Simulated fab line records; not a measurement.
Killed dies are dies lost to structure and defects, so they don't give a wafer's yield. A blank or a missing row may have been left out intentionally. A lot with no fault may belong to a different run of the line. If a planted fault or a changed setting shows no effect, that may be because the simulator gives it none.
Which tool is to blame?	flow n5_finfet	9 lots, 27 wafers sampled, at 5 steps of a route of 1938

## WHAT EACH GAUGE READ, for each wafer
N5_BEOL_M4_RC_MEAS_101.
lot	measured	on	DIBL_N (mV/V)
L319	day 8 13:38	prober-02	36.3 37.3 37.1
L320	day 9 05:44	prober-01	38.3 35.9 36.2
L322	day 10 01:50	prober-02	36.2 35.3 37.4
L324	day 10 04:14	prober-01	37.7 35.6 35.2
L333	day 12 09:08	prober-02	34.6 35.1 36.8
L336	day 13 17:14	prober-02	40.5 37.7 38.4
L337	day 13 06:59	prober-02	33.0 38.4 35.4
L338	day 14 11:01	prober-02	33.9 35.4 34.7
L339	day 15 03:51	prober-02	38.7 36.5 34.7

## WHAT TOOL EACH LOT RAN ON (gives the tool, then ch and the chambers of the sampled wafers, and finally the start)
lot	N5_DUMMY_GATE_ETCH_31	N5_DUMMY_GATE_ETCH_42	N5_DUMMY_GATE_STRIP_48	N5_SPACER0_ALD_00
L319	rie_diel-05 ch 0,1, day 3 16:35	rie_diel-05 ch 0,1,2, day 3 17:04	rie_diel-05 ch 0,1,2, day 3 17:07	ald_sin-02 ch 0,1, day 3 17:46
L320	rie_diel-03 ch 2,3, day 3 22:22	rie_diel-03 ch 0,1,2, day 3 22:52	rie_diel-03 ch 0,1,2, day 3 22:55	ald_sin-02 ch 0,1,2, day 3 23:17
L322	rie_diel-05 ch 0,2, day 4 13:46	rie_diel-05 ch 0,2,3, day 4 14:16	rie_diel-05 ch 0,2,3, day 4 14:19	ald_sin-02 ch 1,2,3, day 4 15:27
L324	rie_diel-05 ch 1,2, day 4 23:36	rie_diel-03 ch 1,2,3, day 5 00:05	rie_diel-03 ch 1,2,3, day 5 00:08	ald_sin-02 ch 0,2,3, day 5 00:34
L333	rie_diel-04 ch 1,3, day 7 08:20	rie_diel-05 ch 1,3, day 7 08:50	rie_diel-05 ch 1,3, day 7 08:53	ald_sin-02 ch 1,2,3, day 7 09:16
L336	rie_diel-03 ch 0,1,3, day 8 01:37	rie_diel-03 ch 0,1,2, day 8 02:06	rie_diel-03 ch 0,1,2, day 8 02:09	ald_sin-02 ch 0,2,3, day 8 02:48
L337	rie_diel-05 ch 1,2,3, day 8 08:09	rie_diel-04 ch 1,2,3, day 8 08:47	rie_diel-04 ch 1,2,3, day 8 08:50	ald_sin-03 ch 0,2,3, day 8 09:13
L338	rie_diel-05 ch 0,3, day 8 12:14	rie_diel-05 ch 0,1,2, day 8 12:50	rie_diel-05 ch 0,1,2, day 8 12:53	ald_sin-03 ch 0,1,2, day 8 14:26
L339	rie_diel-03 ch 0,1,2, day 8 17:02	rie_diel-05 ch 0,1, day 8 17:32	rie_diel-05 ch 0,1, day 8 17:35	ald_sin-03 ch 2,3, day 8 20:00
- N5_DUMMY_GATE_ETCH_31: etches SiO2 in C4F6/O2, target depth 82.5 nm, time 27.5 s.
- N5_DUMMY_GATE_ETCH_42: etches SiO2 in CHF3/O2, target depth 3.5 nm, time 31 s.
- N5_DUMMY_GATE_STRIP_48: strips in N2/H2, time 20 s.
- N5_SPACER0_ALD_00: deposits SiOCN, target thk 3.5 nm, pulse time 3 s, purge time 2 s.

## THE ANSWER, worked out from the rows above alone
Rule: the lots themselves supply what counts as usual. Put in order of their means at a reading, lots are off if they are a third of the lots or fewer, leave a main group of 4 or more, and stand apart from it by a gap of 3 or more times the standard deviation of the main group's means; of several such gaps the widest counts. A main group is skipped when, at the precision printed for the reading in the tables above, its means are all equal. A lot without any number at a reading at which 4 lots or more have one is off too. The other lots that the step has rows for count as sound.
Across all readings shown, no lot is off: no conclusion can be drawn from this.

## WHAT THE SIMULATOR HAD INSERTED
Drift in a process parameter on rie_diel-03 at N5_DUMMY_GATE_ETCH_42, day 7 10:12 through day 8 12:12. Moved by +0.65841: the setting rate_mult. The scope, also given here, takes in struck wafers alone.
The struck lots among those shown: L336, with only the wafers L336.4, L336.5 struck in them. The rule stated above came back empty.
